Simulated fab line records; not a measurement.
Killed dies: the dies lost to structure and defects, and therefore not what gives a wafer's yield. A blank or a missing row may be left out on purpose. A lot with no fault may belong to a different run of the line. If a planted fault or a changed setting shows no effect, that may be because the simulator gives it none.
Which of the tools did it? | flow n5-finfet | Sampling: 24 lots, 72 wafers, 3 of 1938 route steps

WHAT THE GAUGES READ, wafer by wafer
N5_HKMG_FIN_THK_MEAS_70: measures by xrf. Usual: HK_THK 1.613 nm, standard deviation 0.018.
lot  | measured    | on            | HK_THK (nm)       | flag
L074 | day 4 06:47 | film-metro-02 | 1.615 1.645 1.621 |
L075 | day 4 11:42 | film-metro-02 | 1.641 1.639 1.654 |
L076 | day 4 13:46 | film-metro-01 | 1.587 1.596 1.591 |
L077 | day 4 21:23 | film-metro-02 | 1.574 1.632 1.577 |
L078 | day 5 05:27 | film-metro-02 | 1.601 1.663 1.615 |
L079 | day 5 07:42 | film-metro-01 | 1.599 1.631 1.633 |
L080 | day 5 13:26 | film-metro-02 | 1.602 1.632 1.618 |
L081 | day 5 19:22 | film-metro-02 | 1.613 1.616 1.621 |
L083 | day 6 07:34 | film-metro-01 | 1.607 1.611 1.617 |
L082 | day 6 07:49 | film-metro-01 | 1.605 1.606 1.606 |
L084 | day 6 16:19 | film-metro-01 | 1.603 1.595 1.585 |
L085 | day 6 20:12 | film-metro-01 | 1.604 1.607 1.594 |
L086 | day 7 02:14 | film-metro-01 | 1.618 1.625 1.616 |
L087 | day 7 11:03 | film-metro-02 | 1.586 1.630 1.605 |
L088 | day 7 21:52 | film-metro-01 | 1.606 1.611 1.634 |
L089 | day 7 22:55 | film-metro-01 | 1.626 1.624 1.615 |
L090 | day 8 04:56 | film-metro-02 | 1.641 1.606 1.622 |
L091 | day 8 11:58 | film-metro-01 | 1.629 1.624 1.607 |
L092 | day 8 15:09 | film-metro-01 | 1.635 1.622 1.594 |
L093 | day 8 22:02 | film-metro-01 | 1.623 1.613 1.607 |
L094 | day 9 03:19 | film-metro-01 | 1.628 1.611 1.633 |
L095 | day 9 16:05 | film-metro-02 | 1.587 1.623 1.606 |
L096 | day 9 17:41 | film-metro-02 | 1.586 1.589 1.614 |
L097 | day 9 23:51 | film-metro-02 | 1.569 1.589 1.632 |

N5_HKMG_FIN_INSPECT_14: inspects for defects (macro). Usual: raw-defect-count 2.0, standard deviation 1.4.
lot  | measured     | on                | raw-defect-count | flag
L074 | day 4 07:35  | defect-inspect-02 | 1 2 3            |
L075 | day 4 12:30  | defect-inspect-01 | 3 4 0            |
L076 | day 4 14:42  | defect-inspect-02 | 3 1 2            |
L077 | day 4 22:19  | defect-inspect-02 | 1 1 1            |
L078 | day 5 06:23  | defect-inspect-02 | 0 1 2            |
L079 | day 5 08:31  | defect-inspect-01 | 1 1 1            |
L080 | day 5 14:22  | defect-inspect-02 | 2 1 2            |
L081 | day 5 20:35  | defect-inspect-01 | 1 3 1            |
L083 | day 6 08:29  | defect-inspect-01 | 1 4 1            |
L082 | day 6 08:44  | defect-inspect-01 | 5 1 2            |
L084 | day 6 17:07  | defect-inspect-02 | 0 0 1            |
L085 | day 6 21:08  | defect-inspect-02 | 3 3 4            |
L086 | day 7 03:10  | defect-inspect-01 | 2 4 2            |
L087 | day 7 11:52  | defect-inspect-02 | 2 1 1            |
L088 | day 7 22:47  | defect-inspect-02 | 1 1 2            |
L089 | day 7 23:51  | defect-inspect-02 | 2 1 1            |
L090 | day 8 05:44  | defect-inspect-01 | 5 3 2            |
L091 | day 8 12:46  | defect-inspect-01 | 1 1 4            |
L092 | day 8 16:07  | defect-inspect-02 | 2 0 1            |
L093 | day 8 22:58  | defect-inspect-02 | 4 4 0            |
L094 | day 9 04:14  | defect-inspect-02 | 3 1 6            |
L095 | day 9 17:01  | defect-inspect-02 | 1 4 2            |
L096 | day 9 18:29  | defect-inspect-01 | 1 3 4            |
L097 | day 10 00:47 | defect-inspect-01 | 0 2 1            |

WHICH TOOL RAN EACH LOT (tool, then ch and the chambers of the sampled wafers, then the start)
lot  | N5_HKMG_FIN_CVD_62
L074 | thermal-cvd-si-02 ch 0,1, day 4 05:55
L075 | thermal-cvd-si-01 ch 0,1, day 4 11:01
L076 | thermal-cvd-si-02 ch 0,1,2, day 4 13:05
L077 | thermal-cvd-si-01 ch 0,1,2, day 4 20:42
L078 | thermal-cvd-si-02 ch 0,1,2, day 5 04:46
L079 | thermal-cvd-si-01 ch 0,1,2, day 5 07:02
L080 | thermal-cvd-si-02 ch 0,1, day 5 12:45
L081 | thermal-cvd-si-01 ch 0,1, day 5 18:41
L083 | thermal-cvd-si-02 ch 0,1, day 6 06:50
L082 | thermal-cvd-si-01 ch 0,2, day 6 07:07
L084 | thermal-cvd-si-02 ch 0,1, day 6 15:38
L085 | thermal-cvd-si-01 ch 0,1,2, day 6 19:30
L086 | thermal-cvd-si-02 ch 1,2, day 7 01:33
L087 | thermal-cvd-si-01 ch 0,2, day 7 10:22
L088 | thermal-cvd-si-02 ch 0,2, day 7 21:11
L089 | thermal-cvd-si-01 ch 0,1,2, day 7 22:11
L090 | thermal-cvd-si-02 ch 0,1, day 8 04:08
L091 | thermal-cvd-si-01 ch 0,1,2, day 8 11:17
L092 | thermal-cvd-si-02 ch 0,1, day 8 14:18
L093 | thermal-cvd-si-01 ch 1,2, day 8 21:21
L094 | thermal-cvd-si-02 ch 0,2, day 9 02:38
L095 | thermal-cvd-si-01 ch 0,1,2, day 9 15:19
L096 | thermal-cvd-si-02 ch 0,1,2, day 9 16:56
L097 | thermal-cvd-si-01 ch 0,1, day 9 23:11
- N5_HKMG_FIN_CVD_62: deposits a-Si from Si2H6, target thk 3 nm, time 20.8 s.

AS READ BY THE TOOLS THEMSELVES (means over the sampled wafers that have a number; for cases with no such wafer, the mark the record gives instead)
N5_HKMG_FIN_CVD_62. Usual: heater-power-w 1457 W, standard deviation 190.
lot  | tool              | heater-power-w (W) | flag
L074 | thermal-cvd-si-02 | 1244               |
L075 | thermal-cvd-si-01 | 1464               |
L076 | thermal-cvd-si-02 | 1363               |
L077 | thermal-cvd-si-01 | 1562               |
L078 | thermal-cvd-si-02 | 1362               |
L079 | thermal-cvd-si-01 | 1576               |
L080 | thermal-cvd-si-02 | 1235               |
L081 | thermal-cvd-si-01 | 1640               |
L083 | thermal-cvd-si-02 | 1247               |
L082 | thermal-cvd-si-01 | 1514               |
L084 | thermal-cvd-si-02 | 1260               |
L085 | thermal-cvd-si-01 | 1578               |
L086 | thermal-cvd-si-02 | 1460               |
L087 | thermal-cvd-si-01 | 1525               |
L088 | thermal-cvd-si-02 | 1273               |
L089 | thermal-cvd-si-01 | 1587               |
L090 | thermal-cvd-si-02 | 1262               |
L091 | thermal-cvd-si-01 | 1565               |
L092 | thermal-cvd-si-02 | 1255               |
L093 | thermal-cvd-si-01 | 1639               |
L094 | thermal-cvd-si-02 | 1401               |
L095 | thermal-cvd-si-01 | 1603               |
L096 | thermal-cvd-si-02 | 1363               |
L097 | thermal-cvd-si-01 | 1646               |

THE ANSWER, worked out from the rows above alone
Rule: a lot is off if the mean of its wafers that have a number lies more than 3 standard deviations from the usual mean. Also off: a lot with no number at a reading for which 4 or more lots have one. Where the step has rows for the other lots, those lots are counted as sound. The gauges are gone through in route order, then the tools' own readings, and for those a lot's mean is taken as printed above. The first step at which some lot is off is used, and at that step the reading that is off furthest; a lot without a number counts as furthest.
No lot is off on any of the readings shown, so nothing can be concluded from this.

WHAT HAD BEEN PUT IN BY THE SIMULATOR
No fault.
